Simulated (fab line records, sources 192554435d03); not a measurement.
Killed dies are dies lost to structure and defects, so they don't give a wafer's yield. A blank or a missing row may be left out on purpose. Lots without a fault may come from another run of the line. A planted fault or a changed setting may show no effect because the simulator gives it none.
Chamber matching | flow n5_finfet | N5_MOL_CONTACT_COAG_DESCUM_13 on rie_diel-06: 4 sister chambers
The step chemistry O2, time 7 s. 14 wafers are shown with their chamber, then 7 later ones without.

WAFERS WITH THEIR CHAMBER
wafer  | chamber | showerhead_plenum_p_Torr (Torr) | throttle_valve_pct (%) | o2_flow_sccm (sccm)
L078.2 | 0       | 2.19                            | 20.90                  | 224.7
L078.4 | 2       | 2.16                            | 20.36                  | 225.5
L078.6 | 0       | 2.19                            | 20.89                  | 225.3
L079.2 | 3       | 2.00                            | 20.45                  | 224.8
L079.3 | 1       | 2.04                            | 20.42                  | 225.5
L079.5 | 0       | 2.19                            | 20.90                  | 224.7
L084.2 | 3       | 2.00                            | 20.46                  | 225.0
L084.5 | 3       | 2.00                            | 20.47                  | 223.6
L084.6 | 2       | 2.15                            | 20.39                  | 225.3
L085.2 | 3       | 2.00                            | 20.47                  | 224.3
L085.5 | 0       | 2.18                            | 20.93                  | 224.6
L085.6 | 3       | 2.00                            | 20.45                  | 224.7
L087.2 | 1       | 2.04                            | 20.15                  | 225.5
L087.3 | 0       | 2.18                            | 20.94                  | 224.9

SIGNATURES (means of the wafers above)
reading                  | chamber 0 | chamber 1 | chamber 2 | chamber 3 | scatter within a chamber
showerhead_plenum_p_Torr | 2.1860    | 2.0400    | 2.1550    | 2.0000    | 0.00412
throttle_valve_pct       | 20.9120   | 20.2850   | 20.3750   | 20.4600   | 0.0626
o2_flow_sccm             | 224.840   | 225.500   | 225.400   | 224.480   | 0.395
Rule: a wafer's distance from a chamber is the root of the sum, over the readings, of the square of ((its reading less the chamber's mean) divided by the reading's scatter). The wafer belongs to the nearest chamber; if the next one is less than 2 further off, it can't be placed. The scatter: the root of (the sum of the squares of (reading less its chamber's mean) over the shown wafers, divided by (wafers less chambers)).

WAFERS WITHOUT THEIR CHAMBER
wafer  | showerhead_plenum_p_Torr (Torr) | throttle_valve_pct (%) | o2_flow_sccm (sccm)
L087.6 | 2.04                            | 20.15                  | 224.6
L088.2 | 2.00                            | 20.48                  | 224.4
L088.3 | 2.15                            | 20.41                  | 224.6
L088.4 | 2.04                            | 20.15                  | 224.0
L093.2 | 1.99                            | 20.49                  | 225.7
L093.3 | 2.18                            | 20.96                  | 224.6
L093.4 | 2.14                            | 20.42                  | 225.4

WHICH CHAMBER EACH WENT THROUGH
wafer  | from the rows above | in truth
L087.6 | 1                   | 1
L088.2 | 3                   | 3
L088.3 | 2                   | 2
L088.4 | 1                   | 1
L093.2 | 3                   | 3
L093.3 | 0                   | 0
L093.4 | 2                   | 2
Placed correctly: 7 of 7. Can't be placed from these rows: 0. Placed wrongly: 0.
